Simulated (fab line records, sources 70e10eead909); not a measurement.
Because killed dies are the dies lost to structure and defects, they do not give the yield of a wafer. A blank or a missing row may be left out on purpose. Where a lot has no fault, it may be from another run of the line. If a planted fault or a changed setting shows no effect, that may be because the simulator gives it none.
fab line records	flow nand-harc
[record] lots = 14	wafers = 42	last-day = 33
route steps=1302 shown P_M0@276 THIN_TSV@1271 END@1302
lots that met no fault: from a run of the same line without faults
start-h: hours from the record's first day to the start of the lot's first wafer shown	wait-h: hours from the lot's prior step to this one	" identical to the entry in the row above	L1.1+2: a row that stands for several wafers	- no value present, or no start provided	* or withheld: withheld	< > ~ a bound
route shown NAME@n: a module of which the file shows steps, and the number in the route of the first	usual: average and standard deviation across the fault-free wafers	same: alike in all rows	chamber/n: place in a boat	sites: readings site by site	_std_site: their standard deviation	_edge_site: inner sites' mean taken away from outer sites' mean	radius-mm: for every site, how far away it sits from the centre of the wafer	mask NAME#n: copy n	behind: the last tool/chamber to shape the wafer	hold: reason for holding the lot/hours on hold/outcome of the hold	device: which transistor (n, p or np) failed to switch	end of line: tests of these same wafers at the route's end	step lacking rows: just its recipe	killed: dies lost to structure and defects at the first sort, not the wafer's yield	map: the dies of a wafer, with x for killed, . for not killed, _ for no die there
set.NAME: the setting that was run; set.NAME@STEP: the one run at that earlier step	model.NAME: the simulator's own value behind a step, which no gauge read
one table for each step of the route and one row for each wafer, over a sample of lots
services: when a tool's chamber went out of use (start-h, in hours from the record's first day, below 0 if earlier), for how many hours, and the reason
[[steps]]
[step NHARC_P_M0_ECD_22]
[recipe] target-thk-a = 4000	bath-temp-c = 25	material = Cu
lot.wafer	tool	chamber	start-h	wait-h
L490.2+4+5	ecd-cu-02	1,0,1	135.47	-
L492.4+3+5	ecd-cu-01	0,1,1	148.33	-
L493.1+3+5	ecd-cu-02	1,0,0	160.26	-
L494.1+4+5	ecd-cu-02	0,1,1	172.35	-
L502.2+4+5	ecd-cu-01	1,1,0	251.19	-
L504.3+5+6	ecd-cu-02	0,1,0	267.74	-
L503.1+3+5	ecd-cu-02	1,1,0	268.62	-
L506.1+2+6	ecd-cu-01	1,0,0	286.10	-
L507.1+4+6	ecd-cu-02	0,1,0	303.87	-
L508.1+2+6	ecd-cu-01	0,1,0	310.98	-
L509.2+1+6	ecd-cu-02	1,0,1	322.07	-
L510.3+5+6	ecd-cu-02	1,1,0	328.93	-
L511.2+3+5	ecd-cu-02	1,0,0	342.44	-
L512.4+3+6	ecd-cu-02	0,1,0	348.80	-
[step NHARC_THIN_TSV_PRE_CLEAN_50]
[recipe] time-s = 30	temp-c = 280	gas = H2/He
[usual] heater-power-w = 416/42
lot.wafer	tool	chamber	start-h	wait-h	heater-power-w
L492.3	pvd-sputter-03	-	-	-	442
L492.4	"	-	"	"	349
L492.5	"	-	"	"	433
L490.2	pvd-sputter-01	-	-	-	393
L490.4	"	-	"	"	390
L490.5	"	-	"	"	384
L493.3	pvd-sputter-02	-	-	-	428
L493.1	"	-	"	"	427
L493.5	"	-	"	"	415
L494.4	pvd-sputter-02	-	-	-	423
L494.1	"	-	"	"	431
L494.5	"	-	"	"	447
L502.4	pvd-sputter-03	-	674.36	0.1	347
L502.2	"	-	"	"	418
L502.5	"	-	"	"	437
L503.1	pvd-sputter-03	-	-	-	424
L503.3	"	-	"	"	432
L503.5	"	-	"	"	350
L504.3	pvd-sputter-01	-	-	-	457
L504.5	"	-	"	"	454
L504.6	"	-	"	"	487
L507.4	pvd-sputter-03	-	-	-	440
L507.1	"	-	"	"	342
L507.6	"	-	"	"	344
L506.1	pvd-sputter-01	-	-	-	368
L506.2	"	-	"	"	461
L506.6	"	-	"	"	485
L509.2	pvd-sputter-03	-	-	-	453
L509.1	"	-	"	"	340
L509.6	"	-	"	"	458
L508.2	pvd-sputter-03	-	-	-	454
L508.1	"	-	"	"	442
L508.6	"	-	"	"	464
L510.3	pvd-sputter-03	-	-	-	340
L510.5	"	-	"	"	341
L510.6	"	-	"	"	450
L511.2	pvd-sputter-02	-	-	-	403
L511.3	"	-	"	"	415
L511.5	"	-	"	"	418
L512.3	pvd-sputter-01	-	-	-	460
L512.4	"	-	"	"	377
L512.6	"	-	"	"	458
[step NHARC_THIN_TSV_ANNEAL_52]
[recipe] temp-c = 225	time-s = 90
[usual] wafer_temp_C_max = 226.2/0.42
lot.wafer	tool	chamber	start-h	wait-h	wafer_temp_C_max
L492.3	rtp-anneal-02	0	575.59	0.5	226.6
L492.4	"	0	"	"	226.5
L492.5	"	0	"	"	226.5
L490.2	rtp-anneal-02	0	576.56	0.6	227.2
L490.4	"	0	"	"	227.3
L490.5	"	0	"	"	226.9
L493.1	rtp-anneal-01	0	577.60	0.5	225.7
L493.3	"	0	"	"	226.1
L493.5	"	0	"	"	225.7
L494.1	rtp-anneal-01	0	586.24	0.5	226.4
L494.4	"	0	"	"	225.9
L494.5	"	0	"	"	226.0
L502.2	rtp-anneal-02	0	675.62	0.6	226.8
L502.4	"	0	"	"	226.5
L502.5	"	0	"	"	226.7
L503.1	rtp-anneal-01	0	690.90	0.5	226.0
L503.3	"	0	"	"	225.9
L503.5	"	0	"	"	225.7
L504.3	rtp-anneal-01	0	692.22	0.4	226.0
L504.5	"	0	"	"	225.8
L504.6	"	0	"	"	225.7
L507.1	rtp-anneal-02	0	726.87	0.6	226.2
L507.4	"	0	"	"	226.2
L507.6	"	0	"	"	226.7
L506.1	rtp-anneal-01	0	734.76	0.6	225.6
L506.2	"	0	"	"	225.8
L506.6	"	0	"	"	225.9
L509.1	rtp-anneal-01	0	751.26	1.0	225.9
L509.2	"	0	"	"	226.2
L509.6	"	0	"	"	225.7
L508.1	rtp-anneal-01	0	752.07	0.6	226.0
L508.2	"	0	"	"	226.0
L508.6	"	0	"	"	225.6
L510.3	rtp-anneal-02	0	760.47	0.4	226.5
L510.5	"	0	"	"	226.3
L510.6	"	0	"	"	226.1
L511.2	rtp-anneal-02	0	761.14	0.6	226.1
L511.3	"	0	"	"	226.5
L511.5	"	0	"	"	226.5
L512.3	rtp-anneal-01	0	782.35	0.4	225.8
L512.4	"	0	"	"	225.3
L512.6	"	0	"	"	225.6
[step NHARC_THIN_TSV_CD_MEAS_33]
[recipe] target-cd-nm = 5000	landing-energy-ev = 500
[usual] cd-nm = 4999.6/2.6
lot.wafer	tool	chamber	start-h	wait-h	cd-nm
L492.3	cd-sem-03	0	577.44	-	5000.7
L492.4	"	0	"	"	5002.4
L492.5	"	0	"	"	5001.5
L490.2	cd-sem-03	0	578.45	-	5002.4
L490.4	"	0	"	"	5001.5
L490.5	"	0	"	"	5001.3
L493.1	cd-sem-03	0	579.42	-	4996.3
L493.3	"	0	"	"	4999.8
L493.5	"	0	"	"	4998.9
L494.1	cd-sem-03	0	588.19	-	5004.3
L494.4	"	0	"	"	4998.6
L494.5	"	0	"	"	5001.3
L502.2	cd-sem-03	0	677.51	-	4995.7
L502.4	"	0	"	"	4994.9
L502.5	"	0	"	"	4998.2
L503.1	cd-sem-01	0	693.49	-	4996.0
L503.3	"	0	"	"	4997.2
L503.5	"	0	"	"	4998.4
L504.3	cd-sem-01	0	694.09	-	4999.6
L504.5	"	0	"	"	4994.2
L504.6	"	0	"	"	4994.6
L507.1	cd-sem-03	0	728.83	-	4996.4
L507.4	"	0	"	"	5001.0
L507.6	"	0	"	"	5001.9
L506.1	cd-sem-02	0	736.73	-	5003.1
L506.2	"	0	"	"	4999.2
L506.6	"	0	"	"	4999.8
L509.1	cd-sem-01	0	753.07	-	5005.3
L509.2	"	0	"	"	5001.7
L509.6	"	0	"	"	4999.5
L508.1	cd-sem-01	0	754.01	-	5004.9
L508.2	"	0	"	"	5000.5
L508.6	"	0	"	"	4998.4
L510.3	cd-sem-03	0	762.20	-	5000.5
L510.5	"	0	"	"	4995.1
L510.6	"	0	"	"	4997.0
L511.2	cd-sem-03	0	763.05	-	5002.1
L511.3	"	0	"	"	5003.5
L511.5	"	0	"	"	4997.6
L512.3	cd-sem-01	0	784.08	-	5001.6
L512.4	"	0	"	"	4999.6
L512.6	"	0	"	"	4995.3
[step NHARC_END_SORT_01]
[recipe] temp-c = 25
[usual] defect-limited-yield = 91.3/3	killed-at-array = 54/20	killed-at-other = 0.7/0.94	killed-at-periphery = 3.8/2.7	killed-dies = 59/20	killed-open = 3.5/1.9	killed-short = 2.5/1.6
[same] gross-dies = 677
lot.wafer	tool	chamber	start-h	wait-h	defect-limited-yield[%]	killed-at-array	killed-at-other	killed-at-periphery	killed-dies	killed-open	killed-short
L493.1	prober-01	0	594.71	2.5	56.0	32	0	266	298	4	2
L493.3	prober-01	0	596.31	3.1	90.4	58	0	7	65	3	4
L493.5	prober-01	0	597.90	3.7	90.8	55	0	7	62	1	3
L494.1	prober-02	0	598.71	2.5	89.8	64	0	5	69	3	2
L494.4	prober-02	0	601.09	3.4	57.3	69	1	219	289	4	5
L494.5	prober-02	0	601.88	3.7	56.0	62	1	235	298	2	0
L502.2	prober-01	0	690.52	2.8	95.4	23	1	7	31	3	0
L502.4	prober-01	0	692.12	3.4	95.1	25	0	8	33	1	3
L502.5	prober-01	0	692.92	3.7	96.8	17	0	5	22	4	3
L503.1	prober-01	0	704.65	2.5	93.6	41	1	1	43	5	5
L503.3	prober-01	0	706.22	3.1	93.2	45	0	1	46	5	2
L503.5	prober-01	0	707.78	3.6	96.0	23	0	4	27	1	2
L504.3	prober-02	0	706.31	3.1	92.8	45	1	3	49	3	2
L504.5	prober-02	0	707.92	3.7	92.0	53	1	0	54	2	5
L504.6	prober-02	0	708.72	4.0	91.6	57	0	0	57	4	3
L506.1	prober-01	0	745.79	2.6	87.6	80	2	2	84	1	3
L506.2	prober-01	0	746.60	2.9	89.4	69	1	2	72	4	3
L506.6	prober-01	0	749.82	4.0	89.5	69	0	2	71	3	4
L508.1	prober-02	0	767.24	2.5	89.7	67	1	2	70	2	3
L508.2	prober-02	0	768.03	2.8	86.0	94	0	1	95	3	3
L508.6	prober-02	0	771.20	4.0	89.7	69	1	0	70	2	1
// killed by level:class
L493.1 P_M0:unspecified=261 A_CHANNEL_HOLE_D2:chamber-film-flake=12 A_CHANNEL_HOLE_D1:chamber-film-flake=9 A_SLIT:chamber-film-flake=3 P_CONTACT:chamber-film-flake=2 A_CHANNEL_FILL_D1:chamber-film-flake=2 P_CONTACT:geometric-particle:open=1 P_M1:geometric-particle:open=1
L493.3 A_CHANNEL_HOLE_D2:chamber-film-flake=25 A_CHANNEL_HOLE_D1:chamber-film-flake=22 A_CHANNEL_FILL_D1:chamber-film-flake=3 A_CONTACT:chamber-film-flake=3 P_M0:geometric-particle:short=2 P_M2:geometric-particle:open=2 A_SLIT:chamber-film-flake=2 A_WL_FILL:geometric-particle:short=1
L493.5 A_CHANNEL_HOLE_D1:chamber-film-flake=29 A_CHANNEL_HOLE_D2:chamber-film-flake=18 P_ZERO_WELL:chamber-film-flake=3 A_CONTACT:chamber-film-flake=3 P_CONTACT:chamber-film-flake=2 A_CHANNEL_FILL_D1:chamber-film-flake=2 P_GATE:geometric-particle:short=1 P_CONTACT:geometric-particle:short=1
L494.1 A_SLIT:chamber-film-flake=23 A_CHANNEL_HOLE_D1:chamber-film-flake=21 A_CHANNEL_HOLE_D2:chamber-film-flake=8 P_M1:chamber-film-flake=5 A_CONTACT:chamber-film-flake=3 A_STAIRCASE:chamber-film-flake=2 A_WL_FILL:chamber-film-flake=2 A_DECK1_JOINT:geometric-particle:short=1
L494.4 P_M0:unspecified=216 A_CHANNEL_HOLE_D1:chamber-film-flake=27 A_SLIT:chamber-film-flake=19 A_CHANNEL_HOLE_D2:chamber-film-flake=7 A_STAIRCASE:chamber-film-flake=4 A_CONTACT:chamber-film-flake=4 P_M0:geometric-particle:short=1 P_M0:geometric-particle:open=1
L494.5 P_M0:unspecified=231 A_CHANNEL_HOLE_D1:chamber-film-flake=33 A_SLIT:chamber-film-flake=23 A_CHANNEL_HOLE_D2:chamber-film-flake=3 P_M1:chamber-film-flake=2 P_M2:geometric-particle:open=1 A_WL_FILL:geometric-particle:open=1 P_GATE:chamber-film-flake=1
L502.2 A_CONTACT:chamber-film-flake=8 A_CHANNEL_HOLE_D1:chamber-film-flake=6 P_M1:chamber-film-flake=5 A_SLIT:chamber-film-flake=3 A_STAIRCASE:chamber-film-flake=2 P_M1:geometric-particle:open=1 A_CHANNEL_FILL_D1:geometric-particle:open=1 A_ONON_D2:geometric-particle:open=1
L502.4 A_CHANNEL_HOLE_D1:chamber-film-flake=10 A_SLIT:chamber-film-flake=5 P_M1:chamber-film-flake=4 A_CONTACT:chamber-film-flake=4 P_GATE:chamber-film-flake=2 A_ONON_D1:geometric-particle:short=1 A_DECK1_JOINT:geometric-particle:short=1 A_WL_FILL:geometric-particle:short=1
L502.5 A_CHANNEL_HOLE_D1:chamber-film-flake=6 P_M1:chamber-film-flake=3 A_WL_FILL:geometric-particle:short=2 A_SLIT:chamber-film-flake=2 P_GATE:geometric-particle:open=1 A_CHANNEL_HOLE_D1:geometric-particle:open=1 A_CHANNEL_FILL_D1:geometric-particle:short=1 A_DECK1_JOINT:geometric-particle:open=1
L503.1 A_CHANNEL_HOLE_D1:chamber-film-flake=27 A_CONTACT:chamber-film-flake=3 P_M0:geometric-particle:short=1 A_ONON_D1:geometric-particle:short=1 A_DECK1_JOINT:geometric-particle:short=1 A_CHANNEL_HOLE_D2:geometric-particle:open=1 A_CHANNEL_FILL_D2:geometric-particle:open=1 A_STAIRCASE:geometric-particle:open=1
L503.3 A_CHANNEL_HOLE_D1:chamber-film-flake=33 A_ONON_D2:geometric-particle:open=2 A_SLIT:chamber-film-flake=2 A_CONTACT:chamber-film-flake=2 P_GATE:geometric-particle:short=1 A_DECK1_JOINT:chamber-film-flake=1 A_CHANNEL_FILL_D1:geometric-particle:open=1 A_CHANNEL_FILL_D2:geometric-particle:open=1
L504.3 A_CHANNEL_HOLE_D2:chamber-film-flake=23 A_CHANNEL_HOLE_D1:chamber-film-flake=6 A_STAIRCASE:chamber-film-flake=5 A_SLIT:chamber-film-flake=4 P_GATE:chamber-film-flake=2 A_CONTACT:chamber-film-flake=2 P_M0:geometric-particle:open=1 A_CHANNEL_FILL_D2:geometric-particle:open=1
L503.5 A_CHANNEL_HOLE_D1:chamber-film-flake=15 A_CONTACT:chamber-film-flake=2 P_M0:geometric-particle:open=1 P_M0:geometric-particle:short=1 A_WL_FILL:geometric-particle:short=1 P_ZERO_WELL:chamber-film-flake=1 P_BONDPAD:chamber-film-flake=1 A_ZERO_WELL:chamber-film-flake=1
L504.5 A_CHANNEL_HOLE_D2:chamber-film-flake=29 A_STAIRCASE:chamber-film-flake=8 A_CHANNEL_HOLE_D1:chamber-film-flake=7 A_ONON_D1:geometric-particle:short=2 A_CHANNEL_FILL_D2:geometric-particle:short=2 A_CHANNEL_FILL_D1:geometric-particle:open=1 A_CHANNEL_HOLE_D2:geometric-particle:short=1 STARTING-WAFER:geometric-particle:open=1
L504.6 A_CHANNEL_HOLE_D2:chamber-film-flake=21 A_CHANNEL_HOLE_D1:chamber-film-flake=12 A_STAIRCASE:chamber-film-flake=10 A_SLIT:chamber-film-flake=4 A_CONTACT:chamber-film-flake=3 A_ONON_D1:geometric-particle:short=2 A_CHANNEL_HOLE_D2:geometric-particle:open=2 A_CHANNEL_FILL_D1:geometric-particle:open=1
L506.1 A_CHANNEL_HOLE_D1:chamber-film-flake=38 A_SLIT:chamber-film-flake=32 A_CONTACT:chamber-film-flake=4 P_M2:chamber-film-flake=2 THIN_TSV:chamber-film-flake=2 A_ONON_D1:geometric-particle:short=1 A_CHANNEL_FILL_D1:geometric-particle:short=1 A_ONON_D2:geometric-particle:open=1
L506.2 A_SLIT:chamber-film-flake=31 A_CHANNEL_HOLE_D1:chamber-film-flake=21 A_CONTACT:chamber-film-flake=8 A_STAIRCASE:chamber-film-flake=3 P_GATE:geometric-particle:open=1 A_SOURCE_PLATE:geometric-particle:open=1 A_CHANNEL_FILL_D1:geometric-particle:open=1 A_CHANNEL_FILL_D1:geometric-particle:short=1
L506.6 A_SLIT:chamber-film-flake=33 A_CHANNEL_HOLE_D1:chamber-film-flake=25 A_CONTACT:chamber-film-flake=3 A_CHANNEL_HOLE_D1:geometric-particle:short=2 A_STAIRCASE:chamber-film-flake=2 P_GATE:geometric-particle:short=1 P_M0:geometric-particle:open=1 A_ONON_D1:geometric-particle:open=1
L508.1 A_SLIT:chamber-film-flake=28 A_CHANNEL_HOLE_D1:chamber-film-flake=19 A_M0:chamber-film-flake=6 A_CONTACT:chamber-film-flake=3 A_CHANNEL_FILL_D2:chamber-film-flake=2 A_STAIRCASE:chamber-film-flake=2 P_M2:geometric-particle:short=1 A_ONON_D1:geometric-particle:short=1
L508.2 A_SLIT:chamber-film-flake=37 A_CHANNEL_HOLE_D1:chamber-film-flake=33 A_CONTACT:chamber-film-flake=9 A_CHANNEL_FILL_D2:chamber-film-flake=3 A_M0:chamber-film-flake=3 A_CHANNEL_FILL_D1:chamber-film-flake=2 P_CONTACT:geometric-particle:open=1 A_SOURCE_PLATE:geometric-particle:short=1
L508.6 A_SLIT:chamber-film-flake=29 A_CHANNEL_HOLE_D1:chamber-film-flake=21 A_CONTACT:chamber-film-flake=10 A_CHANNEL_FILL_D2:chamber-film-flake=3 A_M0:chamber-film-flake=2 A_WL_FILL:geometric-particle:short=1 A_WL_FILL:geometric-particle:open=1 A_BLC:geometric-particle:open=1
[[services]]
tool	chamber	start-h	hours	kind
ecd-cu-01	-	115.10	2.6	repair
ecd-cu-02	-	124.46	0.4	repair
rtp-anneal-02	-	147.88	4.1	repair
ecd-cu-01	-	160.00	8.0	pm
pvd-sputter-03	-	170.00	10.0	pm
pvd-sputter-01	-	226.56	10.0	pm
ecd-cu-02	-	244.00	8.0	pm
ecd-cu-01	-	251.61	1.3	repair
ecd-cu-02	-	270.86	0.8	repair
ecd-cu-01	-	336.00	8.0	pm
pvd-sputter-03	-	348.00	10.0	pm
rtp-anneal-01	-	372.00	12.0	pm
ecd-cu-02	-	401.49	1.4	repair
pvd-sputter-01	-	404.62	10.0	pm
ecd-cu-02	-	420.00	8.0	pm
ecd-cu-01	-	491.66	2.6	repair
pvd-sputter-03	-	512.57	1.9	repair
pvd-sputter-03	-	526.00	10.0	pm
ecd-cu-02	-	596.00	8.0	pm
pvd-sputter-03	-	656.98	9.4	repair
pvd-sputter-03	-	704.00	10.0	pm
pvd-sputter-03	-	734.51	1.1	repair
rtp-anneal-02	-	744.00	12.0	pm
ecd-cu-02	-	772.00	8.0	pm
[[key]]
[first-sign] step = NHARC_END_SORT_01	reading = killed-at-periphery	direction = up	sigmas = 89	usual = 3.8	struck = 240
[effect] step = NHARC_END_SORT_01	reading = defect-limited-yield	direction = down	sigmas = 12	usual = 91.3	struck = 56.4
[more-kills-born-at] NHARC_P_M0_ECD_22@ecd-cu-02 = 708
met-at NHARC_P_M0_ECD_22
struck-lots L493,L494
struck-wafers L493.1,L494.4,L494.5
not-acting-at NHARC_THIN_TSV_PRE_CLEAN_50,NHARC_THIN_TSV_ANNEAL_52,NHARC_THIN_TSV_CD_MEAS_33
onset-between 135.47 160.26
[fault] kind = chamber-particle-source	tool = ecd-cu-02	chamber = 1	onset-h = 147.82	steps = NHARC_P_M0_ECD_22	rate-per-visit-cm2 = 0.5144	end-h = 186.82
